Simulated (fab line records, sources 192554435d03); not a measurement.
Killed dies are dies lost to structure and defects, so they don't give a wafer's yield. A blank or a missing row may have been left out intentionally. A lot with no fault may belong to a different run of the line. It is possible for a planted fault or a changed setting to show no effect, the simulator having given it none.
Which of the tools did it? :: flow n5 finfet :: 11 lots, 33 wafers sampled, at 6 steps of a route of 1938

== WHAT EACH GAUGE READ, for each wafer ==
N5_FIN_SAQP_OCD_MEAS_76. Usual: trench depth nm reads 119.3 nm (standard deviation 1.6).
lot: L771
measured: day 2 01:53
on: ocd-02
trench depth nm (nm): 118.2 120.9 118.7
flag: 

lot: L772
measured: day 2 09:47
on: ocd-01
trench depth nm (nm): 116.5 120.1 117.1
flag: 

lot: L774
measured: day 2 20:47
on: ocd-01
trench depth nm (nm): 117.5 117.9 116.8
flag: 

lot: L776
measured: day 3 07:25
on: ocd-02
trench depth nm (nm): 120.9 117.9 120.3
flag: 

lot: L780
measured: day 4 09:46
on: ocd-02
trench depth nm (nm): 120.1 119.7 119.7
flag: 

lot: L785
measured: day 5 16:35
on: ocd-01
trench depth nm (nm): 120.8 117.8 119.0
flag: 

lot: L786
measured: day 5 21:21
on: ocd-01
trench depth nm (nm): 117.3 119.8 120.1
flag: 

lot: L787
measured: day 6 03:07
on: ocd-01
trench depth nm (nm): 121.0 119.1 118.3
flag: 

lot: L792
measured: day 7 08:45
on: ocd-01
trench depth nm (nm): 118.8 121.8 119.4
flag: 

lot: L793
measured: day 7 14:56
on: ocd-01
trench depth nm (nm): 120.7 119.9 117.9
flag: 

lot: L794
measured: day 7 20:01
on: ocd-01
trench depth nm (nm): 121.0 120.1 119.1
flag: 

N5_FIN_SAQP_INSPECT_40: inspects for defects (brightfield). Usual: raw defect count reads 225 (standard deviation 57).
lot: L771
measured: day 2 01:55
on: defect inspect-01
raw defect count: 239 242 207
flag: 

lot: L772
measured: day 2 09:49
on: defect inspect-02
raw defect count: 148 346 190
flag: 

lot: L774
measured: day 2 20:49
on: defect inspect-01
raw defect count: 186 302 298
flag: 

lot: L776
measured: day 3 07:27
on: defect inspect-01
raw defect count: 151 181 172
flag: 

lot: L780
measured: day 4 09:48
on: defect inspect-01
raw defect count: 255 274 253
flag: 

lot: L785
measured: day 5 16:37
on: defect inspect-01
raw defect count: 163 183 203
flag: 

lot: L786
measured: day 5 21:23
on: defect inspect-01
raw defect count: 166 150 202
flag: 

lot: L787
measured: day 6 03:08
on: defect inspect-01
raw defect count: 209 270 171
flag: 

lot: L792
measured: day 7 08:47
on: defect inspect-01
raw defect count: 510 567 652
flag: OFF

lot: L793
measured: day 7 14:58
on: defect inspect-02
raw defect count: 284 294 235
flag: 

lot: L794
measured: day 7 20:02
on: defect inspect-01
raw defect count: 272 491 598
flag: OFF

N5_FIN_CUT_CD_MEAS_08: the cd target is 29.1 nm. Usual: cd nm reads 29.12 nm (standard deviation 0.26).
lot: L771
measured: day 2 02:20
on: cd sem-03
cd nm (nm): 29.38 29.45 28.85
flag: 

lot: L772
measured: day 2 10:14
on: cd sem-01
cd nm (nm): 28.92 29.10 29.12
flag: 

lot: L774
measured: day 2 21:07
on: cd sem-03
cd nm (nm): 29.56 29.36 29.08
flag: 

lot: L776
measured: day 3 07:46
on: cd sem-01
cd nm (nm): 28.77 28.83 29.12
flag: 

lot: L780
measured: day 4 10:13
on: cd sem-02
cd nm (nm): 28.99 28.73 28.89
flag: 

lot: L785
measured: day 5 16:55
on: cd sem-01
cd nm (nm): 29.15 28.94 29.09
flag: 

lot: L786
measured: day 5 21:49
on: cd sem-03
cd nm (nm): 29.67 28.99 29.18
flag: 

lot: L787
measured: day 6 03:26
on: cd sem-02
cd nm (nm): 29.26 29.18 29.13
flag: 

lot: L792
measured: day 7 09:05
on: cd sem-02
cd nm (nm): 29.44 29.05 29.15
flag: 

lot: L793
measured: day 7 15:16
on: cd sem-03
cd nm (nm): 28.99 29.09 29.38
flag: 

lot: L794
measured: day 7 20:28
on: cd sem-03
cd nm (nm): 29.25 29.09 28.46
flag: 

N5_FIN_CUT_INSPECT_10: inspects for defects (brightfield). Usual: raw defect count reads 41 (standard deviation 11).
lot: L771
measured: day 2 02:26
on: defect inspect-02
raw defect count: 34 34 35
flag: 

lot: L772
measured: day 2 10:20
on: defect inspect-01
raw defect count: 33 44 42
flag: 

lot: L774
measured: day 2 21:12
on: defect inspect-01
raw defect count: 29 59 36
flag: 

lot: L776
measured: day 3 07:50
on: defect inspect-01
raw defect count: 31 30 30
flag: 

lot: L780
measured: day 4 10:19
on: defect inspect-02
raw defect count: 52 54 63
flag: 

lot: L785
measured: day 5 17:01
on: defect inspect-02
raw defect count: 19 38 30
flag: 

lot: L786
measured: day 5 21:54
on: defect inspect-02
raw defect count: 25 29 23
flag: 

lot: L787
measured: day 6 03:32
on: defect inspect-02
raw defect count: 39 51 41
flag: 

lot: L792
measured: day 7 09:10
on: defect inspect-01
raw defect count: 297 337 326
flag: OFF

lot: L793
measured: day 7 15:21
on: defect inspect-02
raw defect count: 45 61 34
flag: 

lot: L794
measured: day 7 20:34
on: defect inspect-01
raw defect count: 46 296 314
flag: OFF

== WHICH TOOL RAN EACH LOT (tool, then ch and the chambers of the sampled wafers, then the start) ==
lot: L771
N5_FIN_SAQP_HM_OPEN_73: rie diel-01 ch 0,1, day 1 21:44
N5_FIN_SAQP_ETCH_64: rie si-01 ch 0,1, day 2 01:38

lot: L772
N5_FIN_SAQP_HM_OPEN_73: rie diel-01 ch 1,2, day 2 04:39
N5_FIN_SAQP_ETCH_64: rie si-03 ch 0,3, day 2 09:32

lot: L774
N5_FIN_SAQP_HM_OPEN_73: rie diel-01 ch 0,3, day 2 16:45
N5_FIN_SAQP_ETCH_64: rie si-03 ch 0,1, day 2 20:26

lot: L776
N5_FIN_SAQP_HM_OPEN_73: rie diel-06 ch 2,3, day 3 03:31
N5_FIN_SAQP_ETCH_64: rie si-01 ch 0,3, day 3 07:11

lot: L780
N5_FIN_SAQP_HM_OPEN_73: rie diel-01 ch 0,1,2, day 4 04:34
N5_FIN_SAQP_ETCH_64: rie si-01 ch 1,2,3, day 4 09:32

lot: L785
N5_FIN_SAQP_HM_OPEN_73: rie diel-01 ch 0,1,3, day 5 11:34
N5_FIN_SAQP_ETCH_64: rie si-03 ch 0,2,3, day 5 16:21

lot: L786
N5_FIN_SAQP_HM_OPEN_73: rie diel-03 ch 1,2, day 5 17:20
N5_FIN_SAQP_ETCH_64: rie si-03 ch 0,1, day 5 21:07

lot: L787
N5_FIN_SAQP_HM_OPEN_73: rie diel-06 ch 0,1,2, day 5 22:46
N5_FIN_SAQP_ETCH_64: rie si-01 ch 1,2,3, day 6 02:52

lot: L792
N5_FIN_SAQP_HM_OPEN_73: rie diel-01 ch 0,2,3, day 7 04:47
N5_FIN_SAQP_ETCH_64: rie si-03 ch 0,2,3, day 7 08:31

lot: L793
N5_FIN_SAQP_HM_OPEN_73: rie diel-06 ch 0,1,3, day 7 10:46
N5_FIN_SAQP_ETCH_64: rie si-03 ch 1,3, day 7 14:41

lot: L794
N5_FIN_SAQP_HM_OPEN_73: rie diel-01 ch 0,1, day 7 16:02
N5_FIN_SAQP_ETCH_64: rie si-01 ch 2,3, day 7 19:46
- N5_FIN_SAQP_HM_OPEN_73: chemistry CHF3/O2, target SiO2, stops on a-Si, target depth 12 nm, time 16.8 s.
- N5_FIN_SAQP_ETCH_64: etches SiO2 in CF4, target depth 1.5 nm.

== AS READ BY THE TOOLS THEMSELVES (means over the sampled wafers that have a number; for cases with no such wafer, the mark the record gives instead) ==
N5_FIN_SAQP_HM_OPEN_73. Usual: drypump motor current A 5.5 A, standard deviation 0.5; oes product au 0.47 a.u., standard deviation 0.041; rf vpp V 524 V, standard deviation 7.4; showerhead plenum p Torr 2.43 Torr, standard deviation 0.083; throttle valve pct 18.83 %, standard deviation 0.24.
lot: L771
tool: rie diel-01
drypump motor current A (A): 5.7
oes product au (a.u.): 0.45
rf vpp V (V): 522
showerhead plenum p Torr (Torr): 2.39
throttle valve pct (%): 18.90
flag: 

lot: L772
tool: rie diel-01
drypump motor current A (A): 5.5
oes product au (a.u.): 0.45
rf vpp V (V): 514
showerhead plenum p Torr (Torr): 2.44
throttle valve pct (%): 18.96
flag: 

lot: L774
tool: rie diel-01
drypump motor current A (A): 6.2
oes product au (a.u.): 0.53
rf vpp V (V): 531
showerhead plenum p Torr (Torr): 2.50
throttle valve pct (%): 18.58
flag: 

lot: L776
tool: rie diel-06
drypump motor current A (A): 5.0
oes product au (a.u.): 0.52
rf vpp V (V): 531
showerhead plenum p Torr (Torr): 2.35
throttle valve pct (%): 18.51
flag: 

lot: L780
tool: rie diel-01
drypump motor current A (A): 5.5
oes product au (a.u.): 0.46
rf vpp V (V): 519
showerhead plenum p Torr (Torr): 2.44
throttle valve pct (%): 19.01
flag: 

lot: L785
tool: rie diel-01
drypump motor current A (A): 5.9
oes product au (a.u.): 0.46
rf vpp V (V): 524
showerhead plenum p Torr (Torr): 2.43
throttle valve pct (%): 18.79
flag: 

lot: L786
tool: rie diel-03
drypump motor current A (A): 5.5
oes product au (a.u.): 0.45
rf vpp V (V): 525
showerhead plenum p Torr (Torr): 2.33
throttle valve pct (%): 18.83
flag: 

lot: L787
tool: rie diel-06
drypump motor current A (A): 5.2
oes product au (a.u.): 0.47
rf vpp V (V): 525
showerhead plenum p Torr (Torr): 2.42
throttle valve pct (%): 18.88
flag: 

lot: L792
tool: rie diel-01
drypump motor current A (A): 5.8
oes product au (a.u.): 0.48
rf vpp V (V): 525
showerhead plenum p Torr (Torr): 2.49
throttle valve pct (%): 18.85
flag: 

lot: L793
tool: rie diel-06
drypump motor current A (A): 5.1
oes product au (a.u.): 0.47
rf vpp V (V): 525
showerhead plenum p Torr (Torr): 2.42
throttle valve pct (%): 18.76
flag: 

lot: L794
tool: rie diel-01
drypump motor current A (A): 5.6
oes product au (a.u.): 0.49
rf vpp V (V): 522
showerhead plenum p Torr (Torr): 2.37
throttle valve pct (%): 18.85
flag: 

N5_FIN_SAQP_ETCH_64. Usual: drypump motor current A 5.9 A, standard deviation 0.54; he backside leak sccm 2.75 sccm, standard deviation 0.29; oes product au 1.000 a.u., standard deviation 0.021; throttle valve pct 21.71 %, standard deviation 0.27.
lot: L771
tool: rie si-01
drypump motor current A (A): 5.7
he backside leak sccm (sccm): 2.86
oes product au (a.u.): 0.995
throttle valve pct (%): 21.92
flag: 

lot: L772
tool: rie si-03
drypump motor current A (A): 5.3
he backside leak sccm (sccm): 3.22
oes product au (a.u.): 0.983
throttle valve pct (%): 21.48
flag: 

lot: L774
tool: rie si-03
drypump motor current A (A): 5.3
he backside leak sccm (sccm): 3.07
oes product au (a.u.): 0.972
throttle valve pct (%): 21.66
flag: 

lot: L776
tool: rie si-01
drypump motor current A (A): 6.1
he backside leak sccm (sccm): 2.54
oes product au (a.u.): 1.015
throttle valve pct (%): 21.59
flag: 

lot: L780
tool: rie si-01
drypump motor current A (A): 6.3
he backside leak sccm (sccm): 2.66
oes product au (a.u.): 1.008
throttle valve pct (%): 21.85
flag: 

lot: L785
tool: rie si-03
drypump motor current A (A): 5.7
he backside leak sccm (sccm): 3.05
oes product au (a.u.): 1.001
throttle valve pct (%): 21.54
flag: 

lot: L786
tool: rie si-03
drypump motor current A (A): 5.4
he backside leak sccm (sccm): 2.93
oes product au (a.u.): 0.999
throttle valve pct (%): 21.72
flag: 

lot: L787
tool: rie si-01
drypump motor current A (A): 6.3
he backside leak sccm (sccm): 2.73
oes product au (a.u.): 1.010
throttle valve pct (%): 21.86
flag: 

lot: L792
tool: rie si-03
drypump motor current A (A): 5.8
he backside leak sccm (sccm): 2.90
oes product au (a.u.): 1.021
throttle valve pct (%): 21.48
flag: 

lot: L793
tool: rie si-03
drypump motor current A (A): 5.5
he backside leak sccm (sccm): 2.66
oes product au (a.u.): 1.012
throttle valve pct (%): 21.56
flag: 

lot: L794
tool: rie si-01
drypump motor current A (A): 6.4
he backside leak sccm (sccm): 2.46
oes product au (a.u.): 1.015
throttle valve pct (%): 21.61
flag: 

== THE ANSWER, worked out from the rows above alone ==
Rule: a lot is off if the mean of its wafers that have a number lies more than 3 standard deviations from the usual mean. Also off: a lot with no number at a reading for which 4 or more lots have one. The other lots that the step has rows for count as sound. After the gauges, taken in route order, come the tools' own readings; for these a lot's mean is taken, as printed above. The first step at which some lot is off is used, and at that step the reading that is off furthest; a lot without a number counts as furthest.
Off at N5_FIN_SAQP_INSPECT_40 (raw defect count): L792, L794.
A tool fits if, at a process step before that reading, it ran every lot that is off, and no sound lot after the first of them. The gauges at N5_FIN_SAQP_INSPECT_40 are tried like those tools. Can't be told from this: 2 tools fit, rie diel-01 at N5_FIN_SAQP_HM_OPEN_73, defect inspect-01 at N5_FIN_SAQP_INSPECT_40.

== WHAT THE SIMULATOR HAD INSERTED ==
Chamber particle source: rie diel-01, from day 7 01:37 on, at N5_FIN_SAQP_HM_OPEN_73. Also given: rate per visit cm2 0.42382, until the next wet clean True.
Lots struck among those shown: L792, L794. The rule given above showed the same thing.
